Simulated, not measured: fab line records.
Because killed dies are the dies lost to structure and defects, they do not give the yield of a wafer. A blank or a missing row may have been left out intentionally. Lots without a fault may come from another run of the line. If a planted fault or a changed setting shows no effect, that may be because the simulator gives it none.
Chamber matching -- flow nand-harc -- ald-metal-02 running NHARC_A_CONTACT_ALD_18: 4 sister chambers
The step deposits TiN, target thk 3 nm, pulse time 1 s, ald cycles 150. 8 wafers are shown with their chamber, then 7 later ones without.

## WAFERS WITH THEIR CHAMBER
wafer,chamber,heater-power-w (W),precursor-pulse-height-rel
L198.4,1,925,0.996
L198.6,1,910,1.031
L199.4,2,940,1.012
L201.3,0,1084,0.993
L201.4,2,917,0.981
L201.5,3,998,1.030
L204.2,3,1029,0.945
L204.3,0,1078,0.975

## WAFERS WITHOUT THEIR CHAMBER
wafer,heater-power-w (W),precursor-pulse-height-rel
L204.6,941,0.997
L205.4,898,0.971
L205.5,1029,0.989
L205.6,1117,1.013
L211.1,1126,0.978
L211.4,840,1.008
L211.6,1042,0.971

## THE CHAMBER EACH PASSED THROUGH
wafer,from the rows above,in truth
L204.6,can't be placed: 2 or 1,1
L205.4,can't be placed: 1 or 2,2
L205.5,3,3
L205.6,0,0
L211.1,0,0
L211.4,can't be placed: 1 or 2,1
L211.6,can't be placed: 3 or 0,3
Correct placement for 3 of the 7. Can't be placed from these rows: 4 (the true chamber is among the candidates in 4). Wrongly placed: 0.
How it was worked out, from the rows above alone: a wafer's distance from a chamber is the root of the sum, over the readings, of the square of ((its reading less the chamber's mean) divided by the reading's scatter). The wafer belongs to the nearest chamber; if the next one is less than 2 further off, it can't be placed. The mean given for a chamber averages the wafers shown for that chamber. How the scatter is found: for the shown wafers, subtract from each reading the mean of its chamber, square and add these, divide the total by (wafers less chambers), then take the root.
